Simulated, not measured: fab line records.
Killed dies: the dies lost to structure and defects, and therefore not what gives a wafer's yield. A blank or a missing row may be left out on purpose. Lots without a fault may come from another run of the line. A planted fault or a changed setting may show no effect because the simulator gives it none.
Chamber matching / flow n5Finfet / rieDiel-02 running N5_BEOL_M0_CUTY_ETCH_62: 4 sister chambers
The step etches SiARC in CF4, time 58.5 s. 4 wafers are shown with their chamber, then 9 later ones without.

EACH WAFER AND ITS CHAMBER
wafer=L088.3; chamber=0; drypumpMotorCurrentA (A)=6.1
wafer=L090.1; chamber=3; drypumpMotorCurrentA (A)=4.9
wafer=L090.2; chamber=2; drypumpMotorCurrentA (A)=5.8
wafer=L090.4; chamber=1; drypumpMotorCurrentA (A)=5.2

WAFERS WITHOUT THEIR CHAMBER
wafer=L091.4; drypumpMotorCurrentA (A)=4.8
wafer=L091.5; drypumpMotorCurrentA (A)=5.2
wafer=L091.6; drypumpMotorCurrentA (A)=6.1
wafer=L094.1; drypumpMotorCurrentA (A)=6.1
wafer=L094.3; drypumpMotorCurrentA (A)=4.8
wafer=L094.5; drypumpMotorCurrentA (A)=5.8
wafer=L096.3; drypumpMotorCurrentA (A)=5.2
wafer=L096.5; drypumpMotorCurrentA (A)=4.9
wafer=L096.6; drypumpMotorCurrentA (A)=5.8

WHICH CHAMBER EACH WENT THROUGH
wafer=L091.4; from the rows above=3; in truth=3
wafer=L091.5; from the rows above=1; in truth=1
wafer=L091.6; from the rows above=0; in truth=0
wafer=L094.1; from the rows above=0; in truth=0
wafer=L094.3; from the rows above=3; in truth=3
wafer=L094.5; from the rows above=2; in truth=2
wafer=L096.3; from the rows above=1; in truth=1
wafer=L096.5; from the rows above=3; in truth=3
wafer=L096.6; from the rows above=2; in truth=2
9 of 9 placed correctly. Not placeable from these rows: 0. Wrongly placed: 0.
How it was worked out, from the rows above alone: a wafer's distance from a chamber is the root of the sum, over the readings, of the square of ((its reading less the chamber's mean) divided by the reading's scatter). The wafer belongs to the nearest chamber; if the next one is less than 2 further off, it can't be placed. Each chamber's mean is taken over the wafers shown for it. The scatter: root of mean squared gap, hidden wafer to nearest shown wafer, with one shown wafer a chamber.
